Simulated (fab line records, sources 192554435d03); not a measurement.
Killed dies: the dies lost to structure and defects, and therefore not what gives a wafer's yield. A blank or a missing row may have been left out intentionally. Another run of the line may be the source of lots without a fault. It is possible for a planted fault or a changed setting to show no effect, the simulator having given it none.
Split-lot study + flow n5-finfet + 21 wafers read across 7 lots, on a route 1938 steps long

THE SPLIT
At N5_GATE_CUT_ETCH_58 (etches SiNx in CH3F/O2, target depth 17 nm, time 128.6 s), the setting source-w was moved away from the recipe's 415 W on 6 of the 21 wafers read, by -12.1% to +15.5%. All remaining wafers had this setting at the recipe value.

The reading comes from the split's own step.

THE READING
rf-vpp-V, in V, at N5_GATE_CUT_ETCH_58 (etches SiNx in CH3F/O2, target depth 17 nm, time 128.6 s). A value of 99.2 V with a standard deviation of 0.99 V is what fault-free wafers of this fab line usually give.

| wafer  | tool, chamber at the split | source-w as run, W | against the recipe | rf-vpp-V, V | against lot-mates on the recipe |
|--------|----------------------------|--------------------|--------------------|-------------|---------------------------------|
| L075.2 | rie-diel-04, 0             | 364.7              | -12.1%             | 104.3       | +3.6                            |
| L075.3 | rie-diel-04, 1             | 415                | recipe             | 100.5       | -                               |
| L075.6 | rie-diel-04, 3             | 415                | recipe             | 100.8       | -                               |
| L077.1 | rie-diel-03, 3             | 415                | recipe             | 99.6        | -                               |
| L077.4 | rie-diel-03, 2             | 415                | recipe             | 99.0        | -                               |
| L077.5 | rie-diel-03, 1             | 415                | recipe             | 100.2       | -                               |
| L082.2 | rie-diel-04, 1             | 415                | recipe             | 98.4        | -                               |
| L082.4 | rie-diel-04, 2             | 415                | recipe             | 97.1        | -                               |
| L082.5 | rie-diel-04, 3             | 467.5              | +12.7%             | 95.2        | -2.5                            |
| L083.2 | rie-diel-05, 3             | 415                | recipe             | 98.4        | -                               |
| L083.3 | rie-diel-05, 0             | 415                | recipe             | 99.5        | -                               |
| L083.6 | rie-diel-05, 3             | 415                | recipe             | 98.9        | -                               |
| L088.1 | rie-diel-05, 0             | 479.2              | +15.5%             | 95.9        | -2.9                            |
| L088.2 | rie-diel-05, 1             | 415                | recipe             | 98.8        | -                               |
| L088.6 | rie-diel-05, 2             | 479.2              | +15.5%             | 95.4        | -3.4                            |
| L089.1 | rie-diel-03, 0             | 366                | -11.8%             | 101.4       | +1.9                            |
| L089.3 | rie-diel-03, 2             | 366                | -11.8%             | 103.3       | +3.8                            |
| L089.4 | rie-diel-03, 1             | 415                | recipe             | 99.5        | -                               |
| L097.2 | rie-diel-03, 3             | 415                | recipe             | 98.0        | -                               |
| L097.4 | rie-diel-03, 0             | 415                | recipe             | 97.7        | -                               |
| L097.5 | rie-diel-03, 1             | 415                | recipe             | 99.6        | -                               |

FIT RESULTS
A straight line over all 21 wafers: rf-vpp-V changes by -0.279 V for each +1% of source-w; r = -0.89; the points scatter about the line by 1.1 V.
The same after taking each lot's own level away (the mean of its wafers on the recipe; 21 wafers): -0.227 V for each +1%; r = -0.94; scatter 0.62 V.
On that fit, the largest move of source-w shifts the reading by 3.5 V.
From 97.75 to 100.65 V: that is the span of the lots' own levels, equal to 2.9 times the standard deviation above.
Thus the slope moves with the lot-to-lot level: the two fits are different.
Check: for one of the wafers moved furthest among these (+15.5%), held out of the fit, the line's prediction against its lot-mates is -3.59 V. It came out at -2.9 V against them.
Tool readings at the split's step, against how far the setting was moved: rf-vpp-V r = -0.89.

OTHER SPLITS APPLIED TO THESE WAFERS
These wafers also went through other splits before the reading. Each is held against what the fit with the lots' levels taken away leaves over:
| other split on the same wafers | wafers away from the commonest value | r with rf-vpp-V (lot level and that fit taken away) |
|--------------------------------|--------------------------------------|-----------------------------------------------------|
| N5_SD_EPI_N_EPI_21 time-s      | 3                                    | -0.14                                               |
| N5_SD_EPI_P_EXPOSE_06 dose-mj  | 6                                    | -0.02                                               |
| N5_SD_EPI_P_EPI_21 time-s      | 2                                    | +0.31                                               |
| N5_SD_ACTIVATION_LSA_01 temp-c | 6                                    | +0.12                                               |
| N5_HKMG_FIN_COAT_41 spin-rpm   | 8                                    | +0.30                                               |

THE WHOLE CHAIN: every reading that the file lists as answering this split, in the file's order
| step                | what it does                                             | reading                                                        | change (the file's fit)                | r (the file's) |
|---------------------|----------------------------------------------------------|----------------------------------------------------------------|----------------------------------------|----------------|
| N5_GATE_CUT_ETCH_58 | etches SiNx in CH3F/O2, target depth 17 nm, time 128.6 s | rf-vpp-V                                                       | -0.232 V for each +1% of the setting   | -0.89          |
| N5_GATE_CUT_ETCH_58 | etches SiNx in CH3F/O2, target depth 17 nm, time 128.6 s | etch.depth-nm (the simulator's own value, which no gauge read) | +0.0398 nm for each +1% of the setting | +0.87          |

FILE'S OWN FIT
rf-vpp-V changes by -0.232 V for each +1% of source-w, r = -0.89.
